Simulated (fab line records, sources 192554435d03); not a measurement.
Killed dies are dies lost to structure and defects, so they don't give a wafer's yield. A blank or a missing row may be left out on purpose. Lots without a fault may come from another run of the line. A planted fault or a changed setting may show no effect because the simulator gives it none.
Split-lot experiment | flow n5_finfet | 7 lots, 39 wafers read, on a route of 1938 steps

THE SPLIT
At N5_ZERO_LAYER_DEVELOP_10 (develop time 60 s), the setting develop_time_s was moved away from the recipe's 60 s on 12 of the 39 wafers read, by -38.3% to +56.8%. The other wafers ran this setting at the recipe's value.

FROM THE SPLIT TO THE READING: what the file shows between them, 1 step
- N5_ZERO_LAYER_HARDBAKE_23: time 120 s

THE READING
cd_nm, in nm, at N5_ZERO_LAYER_CD_MEAS_11 (target cd 2000 nm). Fault-free wafers of this fab line usually give 2000.2 nm, standard deviation 1.8 nm.

wafer  | tool, chamber at the split | develop_time_s as run, s | against the recipe | cd_nm, nm | against lot-mates on the recipe
L074.1 | litho_track-05, 0          | 60                       | recipe             | 1996.9    | -
L074.2 | litho_track-05, 0          | 60                       | recipe             | 1998.6    | -
L074.3 | litho_track-05, 0          | 60                       | recipe             | 1998.0    | -
L074.4 | litho_track-05, 0          | 60                       | recipe             | 1995.7    | -
L074.5 | litho_track-05, 0          | 60                       | recipe             | 1998.5    | -
L074.6 | litho_track-05, 0          | 60                       | recipe             | 1999.1    | -
L076.1 | litho_track-03, 0          | 60                       | recipe             | 2001.7    | -
L076.2 | litho_track-03, 0          | 37.04                    | -38.3%             | 1989.2    | -12.3
L076.3 | litho_track-03, 0          | 37.04                    | -38.3%             | 1991.9    | -9.6
L076.4 | litho_track-03, 0          | 60                       | recipe             | 2001.1    | -
L076.5 | litho_track-03, 0          | 60                       | recipe             | 2001.6    | -
L076.6 | litho_track-03, 0          | 37.04                    | -38.3%             | 1992.0    | -9.5
L078.1 | litho_track-03, 0          | 44.68                    | -25.5%             | 1994.7    | -6.1
L078.2 | litho_track-03, 0          | 44.68                    | -25.5%             | 1996.8    | -4.0
L078.3 | litho_track-03, 0          | 60                       | recipe             | 2002.7    | -
L078.4 | litho_track-03, 0          | 60                       | recipe             | 1999.1    | -
L078.5 | litho_track-03, 0          | 60                       | recipe             | 2000.6    | -
L078.6 | litho_track-03, 0          | 44.68                    | -25.5%             | 1993.4    | -7.4
L081.1 | litho_track-04, 0          | 60                       | recipe             | 1999.2    | -
L081.2 | litho_track-04, 0          | 94.07                    | +56.8%             | 2008.3    | +7.4
L081.3 | litho_track-04, 0          | 94.07                    | +56.8%             | 2012.0    | +11.1
L081.4 | litho_track-04, 0          | 60                       | recipe             | 2001.9    | -
L081.5 | litho_track-04, 0          | 94.07                    | +56.8%             | 2011.8    | +10.9
L081.6 | litho_track-04, 0          | 60                       | recipe             | 2001.5    | -
L083.1 | litho_track-04, 0          | 39.98                    | -33.4%             | 1990.6    | -10.0
L083.2 | litho_track-04, 0          | 39.98                    | -33.4%             | 1993.2    | -7.4
L083.3 | litho_track-04, 0          | 60                       | recipe             | 1998.6    | -
L083.4 | litho_track-04, 0          | 60                       | recipe             | 2002.3    | -
L083.5 | litho_track-04, 0          | 60                       | recipe             | 2001.0    | -
L083.6 | litho_track-04, 0          | 39.98                    | -33.4%             | 1990.6    | -10.0
L084.1 | litho_track-04, 0          | 60                       | recipe             | 2002.4    | -
L084.2 | litho_track-04, 0          | 60                       | recipe             | 1999.6    | -
L084.3 | litho_track-04, 0          | 60                       | recipe             | 2003.1    | -
L084.4 | litho_track-04, 0          | 60                       | recipe             | 2000.1    | -
L084.5 | litho_track-04, 0          | 60                       | recipe             | 2000.7    | -
L084.6 | litho_track-04, 0          | 60                       | recipe             | 2001.2    | -
L092.1 | litho_track-05, 0          | 60                       | recipe             | 1996.8    | -
L092.4 | litho_track-05, 0          | 60                       | recipe             | 1998.7    | -
L092.5 | litho_track-05, 0          | 60                       | recipe             | 2000.8    | -

THE FIT
A straight line over all 39 wafers: cd_nm changes by +0.21 nm for each +1% of develop_time_s; r = +0.93; the points scatter about the line by 1.9 nm.
The same after taking each lot's own level away (the mean of its wafers on the recipe; 39 wafers): +0.216 nm for each +1%; r = +0.95; scatter 1.6 nm.
On that fit, the largest move of develop_time_s shifts the reading by 12 nm.
The lots' own levels span 1997.80 to 2001.47 nm, that is 2.0 times the standard deviation above.
So the lot-to-lot level changes the slope little: the two slopes agree.
Check: with one of the wafers moved furthest among these (+56.8%) left out of the fit, the line predicts +12.9 nm for it against its lot-mates. It came out at +7.43 nm against them.

THE WHOLE CHAIN: every reading that the file lists as answering this split, in the file's order
step                     | what it does             | reading                                                           | change (the file's fit)               | r (the file's)
N5_ZERO_LAYER_CD_MEAS_11 | target cd 2000 nm        | cd_nm                                                             | +0.219 nm for each +1% of the setting | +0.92
N5_ZERO_LAYER_DESCUM_16  | chemistry O2, time 7.9 s | ZERO_LAYER.cd_nm (the simulator's own value, which no gauge read) | +0.222 nm for each +1% of the setting | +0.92

THE FILE'S OWN FIT
cd_nm changes by +0.219 nm for each +1% of develop_time_s, r = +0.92.
